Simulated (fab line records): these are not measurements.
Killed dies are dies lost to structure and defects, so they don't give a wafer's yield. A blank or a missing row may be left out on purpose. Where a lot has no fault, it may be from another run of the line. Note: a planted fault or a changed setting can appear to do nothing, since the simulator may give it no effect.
Struck lot and sound lot, side by side | flow nand-harc | 15 steps out of a route of 1159
Sound: wafers L302.2, L302.4, L302.5. Wafers L298.1, L298.5 were the ones struck. At the end, the cause is stated.
Each step with rows lists, per side, the tool, then ch with its chambers, then its first start. Under that, the readings that differ: sound wafers | struck wafers | difference of the means | sigmas: that difference in standard deviations of wafers without a fault.
alike: same words and numbers on both sides, and readings whose means sit less than 2 such deviations apart. not compared: any withheld reading, any reading some wafer has no value for, any bound like >300 that may hide the same value, and any number with overlapping values for which the record gives no deviation.
Wherever a step has rows on one side only, a row that says differs or no value, or a row with sigmas, the two part there. When numbers do not overlap yet have no deviation, they are printed without sigmas and do not part them. A reading that every wafer of one side lacks parts them only if that side has two wafers or more.

first, 8 steps without rows for these wafers: NHARC_THIN_TSV_DEHYDRATE_25 (time 120 s); NHARC_THIN_TSV_HMDS_26 (time 30 s); NHARC_THIN_TSV_COAT_27; NHARC_THIN_TSV_SOFTBAKE_28 (time 95 s); NHARC_THIN_TSV_EBR_29; NHARC_THIN_TSV_EXPOSE_30 (exposes mask PAD); NHARC_THIN_TSV_PEB_31 (peb time 85 s); NHARC_THIN_TSV_DEVELOP_32 (time 70 s).
NHARC_THIN_TSV_CD_MEAS_33: target cd 5000 nm.
  sound on cd-sem-03 ch 0, day 24 04:47; struck on cd-sem-02 ch 0, day 23 05:55
  alike: cd-nm
then, 1 step without rows for these wafers: NHARC_THIN_TSV_HARDBAKE_34 (time 80 s).
NHARC_THIN_TSV_DESCUM_35: chemistry O2, time 3 s.
  sound on rie-diel-08 ch 0,2,3, day 24 04:59; struck on rie-diel-02 ch 2,3, day 23 06:06
  reading               | sound             | struck      | difference | sigmas
  oes-product-au (a.u.) | 0.989 0.996 0.996 | 1.013 1.010 | +0.018     | +2
  alike: drypump-motor-current-A, rf-vpp-V, showerhead-plenum-p-Torr, throttle-valve-pct
  not compared: rf-hours-counter-h
NHARC_THIN_TSV_ETCH_59: etches the open film in Cl2/BCl3, target depth 880 nm, time 138.1 s.
  sound on rie-metal-03 ch 0,1, day 24 05:05; struck on rie-metal-02 ch 0,1, day 23 06:12
  reading                     | sound       | struck  | difference | sigmas
  drypump-motor-current-A (A) | 6.8 6.8 6.0 | 5.4 5.5 | -1.1       | -2
  alike: oes-product-au, throttle-valve-pct
  not compared: rf-hours-counter-h
NHARC_THIN_TSV_ETCH_36: etches the open film in Cl2/BCl3, target depth 65 nm, time 18.571 s.
  sound on rie-metal-03 ch 0,1, day 24 05:20; struck on rie-metal-02 ch 0,1, day 23 06:28
  reading                     | sound             | struck      | difference | sigmas
  drypump-motor-current-A (A) | 6.8 6.0 6.8       | 5.5 5.4     | -1.1       | -2
  oes-product-au (a.u.)       | 1.009 0.999 0.990 | 0.814 0.819 | -0.183     | -25
  not compared: rf-hours-counter-h
NHARC_THIN_TSV_STRIP_56: strips in O2.
  sound on plasma-asher-02 ch 0,1, day 24 05:26; struck on plasma-asher-01 ch 0,1, day 23 06:37
  reading            | sound       | struck  | difference | sigmas
  heater-power-w (W) | 298 297 299 | 323 345 | +36        | +2
  alike: drypump-motor-current-A
  not compared: rf-hours-counter-h
NHARC_END_SORT_01:
  the record has rows for the struck wafers here (prober-01 ch 0, day 23 12:26) and none for the sound ones

WHERE THEY PART
First at NHARC_THIN_TSV_DESCUM_35; last, within this record, at NHARC_END_SORT_01.

WHY: the cause the simulator had injected
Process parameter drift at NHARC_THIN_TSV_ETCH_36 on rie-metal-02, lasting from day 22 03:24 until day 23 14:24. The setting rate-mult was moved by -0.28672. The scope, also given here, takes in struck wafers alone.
